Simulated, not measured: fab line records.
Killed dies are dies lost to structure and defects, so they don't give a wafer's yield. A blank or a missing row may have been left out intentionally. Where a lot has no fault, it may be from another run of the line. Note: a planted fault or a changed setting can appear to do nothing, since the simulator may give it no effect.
fab line records	flow n5Finfet
record: lots: 10	wafers: 30	lastDay: 18
route steps=1938 shown MIM_BOT_LITHO@1865 MIM_BOT_ETCH@1867 TV_LITHO@1883 PASSIVATION@1901
lots that met no fault: taken from a fault-free run of the same line
startH: hours from the record's first day to the start of the lot's first wafer shown	waitH: how many hours have passed since the lot's step before this one	" repeats the value in the row above	L1.1+2: one row covering several wafers at once	- no value, or no start was given	* or withheld: withheld	< > ~ a bound
route shown NAME@n: NAME is a module with steps in the file, n the number in the route of the first one	usual: average and standard deviation across the fault-free wafers	same: alike in all rows	chamber/n: place in a boat	sites: readings site by site	_std_site: their standard deviation	_edge_site: mean of outer sites minus mean of inner sites	radiusMm: for every site, how far away it sits from the centre of the wafer	mask NAME#n: copy n	behind: the tool/chamber that last shaped the wafer	hold: why the lot was held/for how many hours/how that ended	device: names the non-switching transistor (n, p or np)	end of line: the same wafers' tests at the end of the route	a step with no rows: only its recipe	killed: dies lost to structure and defects at the first sort, not the wafer's yield	map: a wafer's dies, x killed, . not, _ none there
set.NAME: the setting the step ran with; set.NAME@STEP: the setting that earlier step ran with	model.NAME: the simulator's own value behind a step, which no gauge read
one table for each step of the route and one row for each wafer, over a sample of lots
services: from which hour (startH, from the record's first day; less than 0 if before it) a tool's chamber was out of use, for how many hours, and why
== steps ==
step: N5_MIM_BOT_LITHO_DESCUM_10
recipe: chemistry: O2	timeS: 7.9	sourcePowerW: 50	biasPowerW: 20	pressureMtorr: 20	rfFrequencyHz: 2.712e+07	tempC: 40	o2FlowSccm: 225
usual: drypumpMotorCurrentA: 5.7/0.35	o2FlowSccm: 225.0/0.63	oesProductAu: 0.83/0.087	rfVppV: 243.0/1.4	showerheadPlenumPTorr: 2.09/0.076	throttleValvePct: 20.29/0.15
lot.wafer	tool	chamber	startH	waitH	drypumpMotorCurrentA	o2FlowSccm	oesProductAu	rfHoursCounterH	rfVppV	showerheadPlenumPTorr	throttleValvePct
L350.2	rieDiel-01	3	254.96	0.0	6.4	224.6	0.90	41	243.1	2.04	20.24
L350.3	"	2	"	"	5.8	224.6	0.83	83	241.2	2.04	20.11
L350.5	"	3	"	"	6.4	226.6	0.90	-	243.7	2.04	20.25
L353.2	rieDiel-01	3	285.92	0.1	6.4	225.3	0.88	51	242.1	2.04	20.26
L353.4	"	0	"	"	5.2	225.7	0.89	37	242.1	2.04	20.30
L353.5	"	1	"	"	5.5	225.7	0.94	-	244.2	2.07	20.64
L356.1	rieDiel-01	0	290.37	0.0	5.1	223.2	0.88	38	242.7	2.04	20.29
L356.3	"	1	"	"	5.5	224.8	0.93	9	242.7	2.07	20.63
L356.4	"	3	"	"	6.4	224.3	0.88	52	241.4	2.04	20.26
L354.1	rieDiel-06	0	307.90	0.2	5.3	225.7	0.79	97	245.2	2.21	20.43
L354.3	"	1	"	"	5.6	225.1	0.70	215	241.3	2.07	20.34
L354.5	"	2	"	"	5.7	225.1	0.84	-	242.3	2.02	20.24
L357.1	rieDiel-06	2	318.39	0.3	5.7	224.7	0.84	66	242.0	2.02	20.24
L357.2	"	1	"	"	5.6	224.4	0.71	220	242.8	2.07	20.36
L357.5	"	0	"	"	5.3	225.1	0.78	-	244.0	2.21	20.44
L358.1	rieDiel-01	3	323.54	0.0	6.4	224.9	0.86	61	242.0	2.04	20.28
L358.3	"	1	"	"	5.6	225.2	0.90	20	242.1	2.06	20.67
L358.4	"	2	"	"	5.8	225.2	0.80	104	242.2	2.04	20.14
L364.1	rieDiel-06	0	359.73	0.0	5.3	225.2	0.77	116	242.8	2.20	20.45
L364.3	"	3	"	"	6.1	225.4	0.91	31	245.1	2.23	20.21
L364.5	"	0	"	"	5.3	225.0	0.76	-	245.8	2.20	20.45
L365.3	rieDiel-02	0	360.43	0.0	5.9	224.1	0.69	231	243.0	2.16	20.33
L365.5	"	1	"	"	5.8	225.4	0.81	-	242.4	2.03	20.28
L365.6	"	2	"	"	5.6	224.8	0.80	-	242.9	2.02	20.22
L367.1	rieDiel-02	0	376.82	0.0	5.9	224.7	0.67	238	243.9	2.16	20.35
L367.2	"	1	"	"	5.9	226.0	0.79	91	241.4	2.03	20.30
L367.4	"	1	"	"	5.9	225.0	0.79	-	242.7	2.03	20.27
L372.1	rieDiel-01	3	417.77	0.0	6.4	224.9	0.82	96	243.6	2.02	20.33
L372.5	"	3	"	"	6.4	223.9	0.82	-	241.3	2.02	20.32
L372.6	"	1	"	"	5.6	224.6	0.85	-	242.2	2.05	20.71
step: N5_MIM_BOT_ETCH_ETCH_03
recipe: chemistry: Cl2/BCl3	targetDepthA: 120	pressureMtorr: 8	icpW: 800	biasW: 100	Cl2_flow_sccm: 20	bcl3FlowSccm: 80
usual: drypumpMotorCurrentA: 5.7/0.37	mfcCl2Sccm: 20.01/0.06	oesProductAu: 0.78/0.088	throttleValvePct: 27.6/0.33
lot.wafer	tool	chamber	startH	waitH	drypumpMotorCurrentA	mfcCl2Sccm	oesProductAu	rfHoursCounterH	throttleValvePct
L350.2	rieMetal-02	0	255.11	0.1	5.3	20.00	0.95	1	27.4
L350.3	"	1	"	"	5.9	19.96	0.71	-	27.7
L350.5	"	0	"	"	5.3	20.02	0.95	-	27.4
L353.2	rieMetal-02	1	286.08	0.1	5.9	19.89	0.70	78	27.8
L353.4	"	1	"	"	5.9	20.04	0.71	-	27.7
L353.5	"	1	"	"	5.9	20.03	0.70	-	27.7
L356.1	rieMetal-02	0	290.53	0.1	5.3	20.09	0.93	4	27.4
L356.3	"	0	"	"	5.3	20.07	0.93	-	27.4
L356.4	"	1	"	"	5.9	19.99	0.70	-	27.7
L354.1	rieMetal-02	1	308.05	0.1	5.9	20.02	0.71	79	27.8
L354.3	"	1	"	"	5.9	20.04	0.71	-	27.8
L354.5	"	0	"	"	5.3	19.93	0.92	-	27.4
L357.1	rieMetal-02	0	318.56	0.1	5.3	20.05	0.92	5	27.4
L357.2	"	1	"	"	5.9	19.94	0.70	80	27.8
L357.5	"	0	"	"	5.3	20.00	0.91	-	27.4
L358.1	rieMetal-02	0	323.69	0.1	5.3	19.97	0.92	6	27.4
L358.3	"	1	"	"	5.9	20.00	0.71	-	27.7
L358.4	"	0	"	"	5.3	19.96	0.92	-	27.4
L364.1	rieMetal-03	0	359.89	0.1	6.3	20.04	0.74	59	27.8
L364.3	"	1	"	"	5.4	19.95	0.86	-	27.1
L364.5	"	1	"	"	5.4	19.98	0.87	-	27.1
L365.3	rieMetal-01	0	360.61	0.1	6.0	20.05	0.67	-	27.4
L365.5	"	1	"	"	5.5	19.95	0.74	-	28.2
L365.6	"	0	"	"	6.0	20.00	0.67	-	27.3
L367.1	rieMetal-03	0	376.97	0.1	6.3	19.96	0.73	61	27.8
L367.2	"	1	"	"	5.4	20.01	0.85	21	27.1
L367.4	"	1	"	"	5.4	19.94	0.85	-	27.1
L372.1	rieMetal-03	0	417.92	0.1	6.3	20.06	0.71	65	27.8
L372.5	"	0	"	"	6.3	20.07	0.72	-	27.8
L372.6	"	1	"	"	5.4	20.08	0.84	-	27.1
step: N5_PASSIVATION_CD_MEAS_10
recipe: targetCdNm: 3000	landingEnergyEv: 500	detector: seInlens
usual: cdNm: 2999.4/1.5
lot.wafer	tool	chamber	startH	waitH	cdNm
L350.2	cdSem-01	0	256.56	-	2998.6
L350.3	"	0	"	"	2999.6
L350.5	"	0	"	"	2998.0
L353.2	cdSem-02	0	289.74	-	2998.1
L353.4	"	0	"	"	2999.4
L353.5	"	0	"	"	2999.1
L356.1	cdSem-02	0	293.10	-	2999.6
L356.3	"	0	"	"	2998.2
L356.4	"	0	"	"	3000.7
L354.1	cdSem-02	0	309.40	-	2998.8
L354.3	"	0	"	"	2998.9
L354.5	"	0	"	"	2999.8
L357.1	cdSem-01	0	319.96	-	3002.4
L357.2	"	0	"	"	3000.7
L357.5	"	0	"	"	3001.3
L358.1	cdSem-01	0	325.87	-	3004.6
L358.3	"	0	"	"	3002.4
L358.4	"	0	"	"	3000.6
L364.1	cdSem-01	0	364.18	-	3000.7
L364.3	"	0	"	"	2999.6
L364.5	"	0	"	"	3001.8
L365.3	cdSem-03	0	367.40	-	2999.6
L365.5	"	0	"	"	3000.1
L365.6	"	0	"	"	2998.6
L367.1	cdSem-01	0	382.65	-	2997.8
L367.2	"	0	"	"	2997.0
L367.4	"	0	"	"	2996.2
L372.1	cdSem-02	0	419.73	-	3001.5
L372.5	"	0	"	"	3000.4
L372.6	"	0	"	"	3000.1
step: N5_PASSIVATION_EXPOSE_27
recipe: maskId: PAD	na: 0.55	sourceShape: conventional	sigmaOuter: 0.8	polarization: unpolarized	defocusNm: 0	doseMj: 32.3
lot.wafer	tool	chamber	startH	waitH	mask
L350.2+3+5	krfScanner-02	0	259.36	-	PAD#0
L353.2+4+5	krfScanner-02	0	293.32	-	PAD#0
L356.1+3+4	krfScanner-02	0	294.71	-	PAD#0
L354.1+3+5	krfScanner-02	0	310.71	-	PAD#0
L357.1+2+5	krfScanner-01	0	322.12	-	PAD#0
L358.1+3+4	krfScanner-01	0	327.32	-	PAD#0
L364.1+3+5	krfScanner-02	0	368.02	-	PAD#0
L365.3+5+6	krfScanner-01	0	369.28	-	PAD#0
L367.1+2+4	krfScanner-01	0	384.33	-	PAD#0
L372.1+5+6	krfScanner-02	0	421.40	-	PAD#0
step: N5_PASSIVATION_OVL_MEAS_63
recipe: pointsPerWafer: 44
usual: PAD_OVL: 0/5.5
lot.wafer	tool	chamber	startH	waitH	PAD_OVL[nm]
L350.2	overlay-01	0	259.56	0.0	2
L350.3	"	0	"	"	2
L350.5	"	0	"	"	0
L353.2	overlay-01	0	293.52	0.0	-4
L353.4	"	0	"	"	-4
L353.5	"	0	"	"	-1
L356.1	overlay-01	0	294.92	0.0	3
L356.3	"	0	"	"	4
L356.4	"	0	"	"	6
L354.1	overlay-01	0	310.92	0.0	-10
L354.3	"	0	"	"	-8
L354.5	"	0	"	"	-7
L357.1	overlay-01	0	322.32	0.0	0
L357.2	"	0	"	"	-1
L357.5	"	0	"	"	-8
L358.1	overlay-01	0	327.53	0.0	7
L358.3	"	0	"	"	4
L358.4	"	0	"	"	4
L364.1	overlay-01	0	368.23	0.0	3
L364.3	"	0	"	"	2
L364.5	"	0	"	"	7
L365.3	overlay-02	0	369.48	0.0	583
L365.5	"	0	"	"	576
L365.6	"	0	"	"	576
L367.1	overlay-01	0	384.54	0.0	571
L367.2	"	0	"	"	575
L367.4	"	0	"	"	573
L372.1	overlay-01	0	421.61	0.0	5
L372.5	"	0	"	"	3
L372.6	"	0	"	"	5
step: N5_PASSIVATION_PROBE_49
usual: defectLimitedYield: 90.9/1.3	killed_at_M0_to_M3: 35/10	killed_at_M4_up: 15/5.7	killedAtContacts: 14/6.4	killedAtFrontEnd: 40/11	killedAtOther: 4/3.1	killedDies: 108/16	killedOpen: 71/11	killedShort: 34/7.7	sort_bin_5_function: 5.4/0.9	sort_bin_6_memory: 3.4/0.61	sortNPass: 1072/16	sortYieldPct: 90.9/1.3
same: grossDies: 1180	killedAtBackSide: 0	sort_bin_4_leakage[%]: 0	sort_bin_8_speed[%]: 0
lot.wafer	tool	chamber	startH	waitH	defectLimitedYield[%]	killed_at_M0_to_M3	killed_at_M4_up	killedAtContacts	killedAtFrontEnd	killedAtOther	killedDies	killedOpen	killedShort	sort_bin_5_function[%]	sort_bin_6_memory[%]	sortNPass	sortYieldPct[%]
L364.1	prober-02	-	373.08	0.0	91.5	40	10	19	28	3	100	70	30	5.5	2.8	1080	91.5
L364.3	prober-02	-	373.18	0.1	92.9	22	8	10	38	6	84	56	21	3.3	3.1	1096	92.9
L364.5	prober-02	-	373.28	0.2	91.6	28	27	10	31	3	99	72	27	4.5	3.6	1081	91.6
killed by level:class
L364.1 MOL_CONTACT_COAG:geometricParticle:open=12 BEOL_M1:geometricParticle:open=11 BEOL_M0_SAQP:geometricParticle:open=8 MOL_CONTACT_COAG:geometricParticle:short=7 FIN_SAQP:geometricParticle:open=6 STI_FIN_REVEAL:geometricParticle:open=5 BEOL_M0_SAQP:geometricParticle:short=5 BEOL_M3:geometricParticle:open=5
L364.3 MOL_CONTACT_COAG:geometricParticle:open=9 FIN_SAQP:geometricParticle:open=8 FIN_SAQP:geometricParticle:short=7 STI_FIN_REVEAL:geometricParticle:open=7 BEOL_M1:geometricParticle:open=7 HKMG_FIN:areaEtch=6 BEOL_M2:geometricParticle:open=4 BEOL_M0_SAQP:geometricParticle:open=3
L364.5 BEOL_M4:geometricParticle:open=15 BEOL_M3:geometricParticle:open=11 MOL_CONTACT_COAG:geometricParticle:open=9 FIN_SAQP:geometricParticle:short=8 DUMMY_GATE:geometricParticle:open=8 BEOL_M1:geometricParticle:open=7 FIN_SAQP:geometricParticle:open=5 BEOL_M4:geometricParticle:short=4
== services ==
tool	chamber	startH	hours	kind
rieDiel-01	1	240.61	-	clean
rieDiel-01	1	240.61	-	consumableReplace:focusRing
rieDiel-01	1	240.61	16.8	scheduledDown
krfScanner-01	-	254.56	1.0	pm
rieMetal-03	-	265.67	0.1	repair
krfScanner-01	-	266.81	1.0	repair
rieDiel-02	2	281.00	6.7	repair
krfScanner-02	-	286.54	1.0	pm
krfScanner-02	-	288.26	1.3	pm
rieMetal-02	-	291.07	2.8	pm
krfScanner-02	-	303.94	4.4	pm
rieDiel-01	2	307.95	1.8	repair
krfScanner-01	-	310.50	1.3	pm
krfScanner-02	0	312.55	-	calibration
rieMetal-01	0	342.08	12.0	repair
rieDiel-06	0	360.39	6.0	repair
krfScanner-01	-	364.11	0.8	pm
krfScanner-01	-	365.16	1.2	repair
rieDiel-01	1	371.83	1.8	repair
rieMetal-02	1	399.27	14.8	repair
krfScanner-02	-	404.15	0.8	pm
krfScanner-02	-	406.15	0.3	repair
rieDiel-01	0	411.27	16.4	repair
rieMetal-03	-	420.48	2.8	pm
== key ==
firstSign: step: N5_PASSIVATION_OVL_MEAS_63	reading: PAD_OVL	direction: up	sigmas: 99+	usual: 0	struck: 576
effect none on later readings
metAt N5_PASSIVATION_EXPOSE_27
struckLots L365,L367
notActingAt N5_MIM_BOT_LITHO_DESCUM_10,N5_MIM_BOT_ETCH_ETCH_03,N5_PASSIVATION_CD_MEAS_10
onsetBetween 327.32 369.28
fault: kind: scannerMatchingOverlay	tool: krfScanner-01	chamber: -	onsetH: 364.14	steps: N5_PASSIVATION_EXPOSE_27	offset: 584.01
